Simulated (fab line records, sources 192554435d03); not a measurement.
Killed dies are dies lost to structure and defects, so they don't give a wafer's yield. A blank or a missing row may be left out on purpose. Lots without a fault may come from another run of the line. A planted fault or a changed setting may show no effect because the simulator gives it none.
Chamber matching | flow n5_finfet | N5_BEOL_M0_SAQP_MANDREL_ETCH_103 on rie_si-05: 4 sister chambers
The step etches a-Si in HBr/Cl2, stops on SiCN, target depth 45 nm, bt time 10 s, time 27 s. 8 wafers are shown with their chamber, then 9 later ones without.

WAFERS WITH THEIR CHAMBER
wafer  | chamber | throttle_valve_pct (%) | drypump_motor_current_A (A)
L083.5 | 0       | 35.76                  | 6.4
L083.6 | 3       | 35.07                  | 6.0
L086.1 | 3       | 35.05                  | 6.0
L087.1 | 0       | 35.79                  | 6.4
L087.3 | 1       | 35.67                  | 5.8
L089.4 | 2       | 35.55                  | 6.0
L089.5 | 1       | 35.62                  | 5.7
L089.6 | 2       | 35.57                  | 5.9

WAFERS WITHOUT THEIR CHAMBER
wafer  | throttle_valve_pct (%) | drypump_motor_current_A (A)
L091.3 | 35.61                  | 5.7
L091.5 | 35.04                  | 6.0
L091.6 | 35.75                  | 6.4
L093.2 | 35.78                  | 6.4
L093.3 | 35.06                  | 6.0
L093.5 | 35.76                  | 6.4
L097.2 | 35.78                  | 6.5
L097.3 | 35.06                  | 6.0
L097.5 | 35.57                  | 6.0

WHICH CHAMBER EACH WENT THROUGH
wafer  | from the rows above | in truth
L091.3 | 1                   | 1
L091.5 | 3                   | 3
L091.6 | 0                   | 0
L093.2 | 0                   | 0
L093.3 | 3                   | 3
L093.5 | 0                   | 0
L097.2 | 0                   | 0
L097.3 | 3                   | 3
L097.5 | 2                   | 2
Placed correctly: 9 of 9. Can't be placed from these rows: 0. Placed wrongly: 0.
How it was worked out, from the rows above alone: a wafer's distance from a chamber is the root of the sum, over the readings, of the square of ((its reading less the chamber's mean) divided by the reading's scatter). The wafer belongs to the nearest chamber; if the next one is less than 2 further off, it can't be placed. A chamber's mean is the mean of its shown wafers. The scatter: the root of (the sum of the squares of (reading less its chamber's mean) over the shown wafers, divided by (wafers less chambers)).
